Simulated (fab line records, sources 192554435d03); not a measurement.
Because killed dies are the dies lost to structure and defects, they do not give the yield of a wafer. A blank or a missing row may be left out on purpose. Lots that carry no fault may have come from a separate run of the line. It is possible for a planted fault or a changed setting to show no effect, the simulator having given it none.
Matching of chambers || flow n5 finfet || rie diel-01 running N5_BEOL_M5_DESCUM_33: 4 sister chambers
The step chemistry O2, time 7 s. 4 wafers are shown with their chamber, then 8 later ones without.

## WAFERS WITH THEIR CHAMBER
{"wafer": "L081.2", "chamber": 3, "showerhead plenum p Torr (Torr)": 1.98}
{"wafer": "L090.4", "chamber": 2, "showerhead plenum p Torr (Torr)": 1.95}
{"wafer": "L090.5", "chamber": 0, "showerhead plenum p Torr (Torr)": 2.11}
{"wafer": "L091.2", "chamber": 1, "showerhead plenum p Torr (Torr)": 2.18}

## WAFERS WHOSE CHAMBER IS MISSING
{"wafer": "L091.3", "showerhead plenum p Torr (Torr)": 1.95}
{"wafer": "L091.5", "showerhead plenum p Torr (Torr)": 1.95}
{"wafer": "L094.2", "showerhead plenum p Torr (Torr)": 1.94}
{"wafer": "L094.4", "showerhead plenum p Torr (Torr)": 2.24}
{"wafer": "L094.5", "showerhead plenum p Torr (Torr)": 2.24}
{"wafer": "L097.2", "showerhead plenum p Torr (Torr)": 2.10}
{"wafer": "L097.4", "showerhead plenum p Torr (Torr)": 2.20}
{"wafer": "L097.6", "showerhead plenum p Torr (Torr)": 2.20}

## CHAMBER TAKEN BY EACH
{"wafer": "L091.3", "from the rows above": "can't be placed: 2 or 3", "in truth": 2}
{"wafer": "L091.5", "from the rows above": "can't be placed: 2 or 3", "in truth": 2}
{"wafer": "L094.2", "from the rows above": "can't be placed: 2 or 3", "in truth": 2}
{"wafer": "L094.4", "from the rows above": 1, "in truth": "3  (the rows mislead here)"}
{"wafer": "L094.5", "from the rows above": 1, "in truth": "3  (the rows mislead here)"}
{"wafer": "L097.2", "from the rows above": 0, "in truth": 0}
{"wafer": "L097.4", "from the rows above": 1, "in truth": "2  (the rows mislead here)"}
{"wafer": "L097.6", "from the rows above": 1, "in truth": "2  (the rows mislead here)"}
Correct placement for 1 of the 8. Cannot be placed on the basis of these rows: 3; the candidates contain the true chamber in 3. Number placed wrongly: 4.
How it was worked out, from the rows above alone: a wafer's distance from a chamber is the root of the sum, over the readings, of the square of ((its reading less the chamber's mean) divided by the reading's scatter). If the next closest chamber is less than 2 further off than the closest, the wafer can't be placed; otherwise it belongs to the closest. For every chamber, the mean is computed from those of its wafers that are shown. The scatter: with one shown wafer a chamber, the root of the mean of the squares of how far each hidden wafer lies from its nearest shown one.
